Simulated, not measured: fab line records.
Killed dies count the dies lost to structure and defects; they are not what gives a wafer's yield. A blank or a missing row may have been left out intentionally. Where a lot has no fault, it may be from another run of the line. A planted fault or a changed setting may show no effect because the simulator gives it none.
Chamber matching	flow n5_finfet	3 sister chambers for N5_BEOL_M9_CVD_78 on cvd_co-01
The step deposits Co from CCTBA/H2, target thk 2 nm, time 138.9 s. 3 wafers are shown with their chamber, then 7 later ones without.

## EACH WAFER AND ITS CHAMBER
wafer	chamber	run_length_s (s)
L156.4	1	160.5
L165.2	2	160.5
L165.3	0	161.1

## WAFERS WITHOUT THEIR CHAMBER
wafer	run_length_s (s)
L165.4	161.1
L168.2	160.6
L168.3	160.6
L168.5	160.7
L167.1	160.6
L167.3	160.8
L167.5	160.4

## WHICH CHAMBER EACH ONE RAN IN
wafer	from the rows above	in truth
L165.4	0	0
L168.2	can't be placed: 1 or 2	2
L168.3	can't be placed: 1 or 2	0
L168.5	can't be placed: 1 or 2 or 0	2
L167.1	can't be placed: 1 or 2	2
L167.3	can't be placed: 0 or 1 or 2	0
L167.5	can't be placed: 1 or 2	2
Correct placement for 1 of the 7. From these rows, 6 cannot be placed; in 5 the true chamber is one of the candidates. 0 placed wrongly.
How it was worked out, from the rows above alone: a wafer's distance from a chamber is the root of the sum, over the readings, of the square of ((its reading less the chamber's mean) divided by the reading's scatter). If the next closest chamber is less than 2 further off than the closest, the wafer can't be placed; otherwise it belongs to the closest. A chamber's mean is the mean of its shown wafers. The scatter: with one shown wafer a chamber, the root of the mean of the squares of how far each hidden wafer lies from its nearest shown one.
